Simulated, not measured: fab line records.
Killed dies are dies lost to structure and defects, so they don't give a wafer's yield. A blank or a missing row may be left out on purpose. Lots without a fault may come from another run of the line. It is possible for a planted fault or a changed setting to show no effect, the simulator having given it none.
Matching of chambers + flow nand-harc + NHARC_A_STAIRCASE_CMP_472 on cmp-01: 4 sister chambers
The step polishes SiO2. 4 wafers are shown with their chamber, then 12 later ones without.

== WAFERS WITH THEIR CHAMBER ==
| wafer  | chamber | motor-current-A (A) |
|--------|---------|---------------------|
| L088.5 | 0       | 10.8                |
| L088.1 | 3       | 14.0                |
| L088.3 | 1       | 12.6                |
| L088.4 | 2       | 13.0                |

== WAFERS WITH NO CHAMBER GIVEN ==
| wafer  | motor-current-A (A) |
|--------|---------------------|
| L091.1 | 13.3                |
| L091.3 | 11.4                |
| L091.6 | 13.2                |
| L091.2 | 13.1                |
| L091.4 | 13.4                |
| L091.5 | 11.1                |
| L092.1 | 12.6                |
| L092.5 | 12.9                |
| L092.6 | 13.5                |
| L096.3 | 13.3                |
| L096.5 | 13.2                |
| L096.6 | 13.6                |

== EACH ONE'S CHAMBER ==
| wafer  | from the rows above          | in truth |
|--------|------------------------------|----------|
| L091.1 | can't be placed: 2 or 3 or 1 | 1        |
| L091.3 | can't be placed: 0 or 1      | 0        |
| L091.6 | can't be placed: 2 or 1 or 3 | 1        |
| L091.2 | can't be placed: 2 or 1      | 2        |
| L091.4 | can't be placed: 2 or 3 or 1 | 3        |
| L091.5 | 0                            | 0        |
| L092.1 | can't be placed: 1 or 2      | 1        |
| L092.5 | can't be placed: 2 or 1      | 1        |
| L092.6 | can't be placed: 2 or 3 or 1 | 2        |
| L096.3 | can't be placed: 2 or 3 or 1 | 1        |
| L096.5 | can't be placed: 2 or 1 or 3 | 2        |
| L096.6 | can't be placed: 3 or 2 or 1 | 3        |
Correct placement for 1 of the 12. Not placeable from these rows: 11 (in 11, the candidates include the true chamber). 0 placed wrongly.
How it was worked out, from the rows above alone: a wafer's distance from a chamber is the root of the sum, over the readings, of the square of ((its reading less the chamber's mean) divided by the reading's scatter). The wafer belongs to the nearest chamber; if the next one is less than 2 further off, it can't be placed. Each chamber's mean is taken over the wafers shown for it. The scatter (one wafer shown for each chamber): square how far every hidden wafer sits from the nearest shown wafer, average those squares and take the square root.
